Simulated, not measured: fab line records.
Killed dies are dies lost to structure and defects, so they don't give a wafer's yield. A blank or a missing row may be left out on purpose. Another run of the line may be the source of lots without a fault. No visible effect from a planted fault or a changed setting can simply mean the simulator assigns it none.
Which tool was responsible? + flow n5Finfet + 12 lots, 36 wafers sampled, at 6 steps of a route of 1938

## WHAT EACH GAUGE READ, for each wafer
N5_MOL_CONTACT_COAG_OVL_MEAS_85.
| lot  | measured     | on         | VG_OVL (nm)    |
|------|--------------|------------|----------------|
| L075 | day 5 12:10  | overlay-01 | -0.6 -0.4 -0.8 |
| L077 | day 5 22:11  | overlay-02 | -1.0 -0.1 -0.2 |
| L079 | day 6 09:54  | overlay-01 | -1.1 -0.6 -0.5 |
| L081 | day 7 04:46  | overlay-01 | 0.0 -0.2 -0.7  |
| L083 | day 7 12:11  | overlay-02 | -0.4 -1.1 0.0  |
| L085 | day 8 05:09  | overlay-01 | -0.6 -0.4 0.1  |
| L087 | day 8 13:29  | overlay-02 | -0.8 -0.2 -0.1 |
| L089 | day 8 22:27  | overlay-02 | -0.6 0.8 -0.4  |
| L091 | day 9 06:43  | overlay-01 | -0.7 0.4 -0.2  |
| L093 | day 9 20:16  | overlay-02 | 0.5 0.1 0.1    |
| L095 | day 10 06:26 | overlay-01 | -2.3 -0.7 -0.7 |
| L097 | day 10 17:28 | overlay-01 | -1.2 -0.8 -1.0 |

## WHICH TOOL RAN EACH LOT (tool, then ch and the chambers of the sampled wafers, then the start)
| lot  | N5_GATE_CUT_ETCHBACK_30         | N5_GATE_CUT_SAC_CAP_01           | N5_GATE_CUT_STRIP_41             | N5_MOL_CONTACT_COAG_PRE_CLEAN_141 | N5_MOL_CONTACT_COAG_PRE_CLEAN_142 |
|------|---------------------------------|----------------------------------|----------------------------------|-----------------------------------|-----------------------------------|
| L075 | rieMetal-03 ch 0, day 4 15:20   | aldSin-03 ch 0,1,3, day 4 18:20  | rieDiel-06 ch 0,2,3, day 4 21:47 | pvdSputter-03, day 5 06:19        | pvdSputter-01, day 5 08:04        |
| L077 | rieMetal-01 ch 0,1, day 5 02:05 | aldSin-01 ch 0,1,3, day 5 03:44  | rieDiel-06 ch 0,2, day 5 07:17   | pvdSputter-01, day 5 14:48        | pvdSputter-03, day 5 17:05        |
| L079 | rieMetal-02 ch 0,1, day 5 15:54 | aldSin-02 ch 1,2,3, day 5 16:28  | rieDiel-01 ch 0,1,2, day 5 19:53 | pvdSputter-03, day 6 02:35        | pvdSputter-02, day 6 05:48        |
| L081 | rieMetal-02 ch 0,1, day 6 06:34 | aldSin-03 ch 2,3, day 6 06:59    | rieDiel-03 ch 1,3, day 6 10:30   | pvdSputter-03, day 6 19:28        | pvdSputter-02, day 6 22:35        |
| L083 | rieMetal-03 ch 0,1, day 6 18:37 | aldSin-03 ch 0,3, day 6 19:01    | rieDiel-01 ch 1,2, day 6 22:19   | pvdSputter-01, day 7 04:20        | pvdSputter-03, day 7 08:22        |
| L085 | rieMetal-03 ch 0,1, day 7 08:56 | aldSin-01 ch 0,1,2, day 7 09:32  | rieDiel-03 ch 1,3, day 7 13:03   | pvdSputter-02, day 7 22:20        | pvdSputter-01, day 8 00:48        |
| L087 | rieMetal-01 ch 0,1, day 7 19:05 | aldSin-01 ch 0,1, day 7 19:29    | rieDiel-01 ch 0,1,2, day 7 22:54 | pvdSputter-01, day 8 06:04        | pvdSputter-01, day 8 09:01        |
| L089 | rieMetal-02 ch 0,1, day 8 01:51 | aldSin-03 ch 0,1,3, day 8 03:26  | rieDiel-01 ch 2,3, day 8 07:03   | pvdSputter-03, day 8 13:32        | pvdSputter-01, day 8 16:05        |
| L091 | rieMetal-02 ch 0,1, day 8 14:34 | aldSin-02 ch 0,1,2, day 8 15:01  | rieDiel-01 ch 0,1,3, day 8 18:25 | pvdSputter-01, day 9 00:13        | pvdSputter-01, day 9 02:52        |
| L093 | rieMetal-01 ch 0,1, day 9 00:19 | aldSin-02 ch 0,3, day 9 01:23    | rieDiel-01 ch 0,3, day 9 04:49   | pvdSputter-01, day 9 11:55        | pvdSputter-02, day 9 16:16        |
| L095 | rieMetal-02 ch 0,1, day 9 13:07 | aldSin-03 ch 0,2,3, day 9 13:30  | rieDiel-03 ch 0,1,3, day 9 17:06 | pvdSputter-02, day 10 00:07       | pvdSputter-02, day 10 02:34       |
| L097 | rieMetal-01 ch 1, day 10 00:53  | aldSin-02 ch 0,1,2, day 10 01:20 | rieDiel-03 ch 0,2, day 10 04:47  | pvdSputter-03, day 10 10:37       | pvdSputter-01, day 10 13:06       |
- N5_GATE_CUT_ETCHBACK_30: etches TiN in Cl2/Ar, target depth 3 nm.
- N5_GATE_CUT_SAC_CAP_01: material SiNx, target thk 24 nm, pulse time 1 s, ald cycles 480.
- N5_GATE_CUT_STRIP_41: strips in CF4.
- N5_MOL_CONTACT_COAG_PRE_CLEAN_141: time 60 s.
- N5_MOL_CONTACT_COAG_PRE_CLEAN_142: time 60 s.

## THE ANSWER, worked out from the rows above alone
Rule: the usual values come from the lots themselves. The widest of any qualifying gaps counts: lots, ordered by their means at a reading, are off when they make up no more than a third of the lots, leave a main group of 4 or more, and stand apart from it by 3 or more times the standard deviation of that group's means. The tables above print the reading to a certain number of digits; a main group whose means all agree to those digits is not used. Also off: a lot with no number at a reading for which 4 or more lots have one. Any other lot the step has rows for is counted as sound.
No lot is off at any reading shown: from this, nothing can be told.

## WHAT THE SIMULATOR PUT IN
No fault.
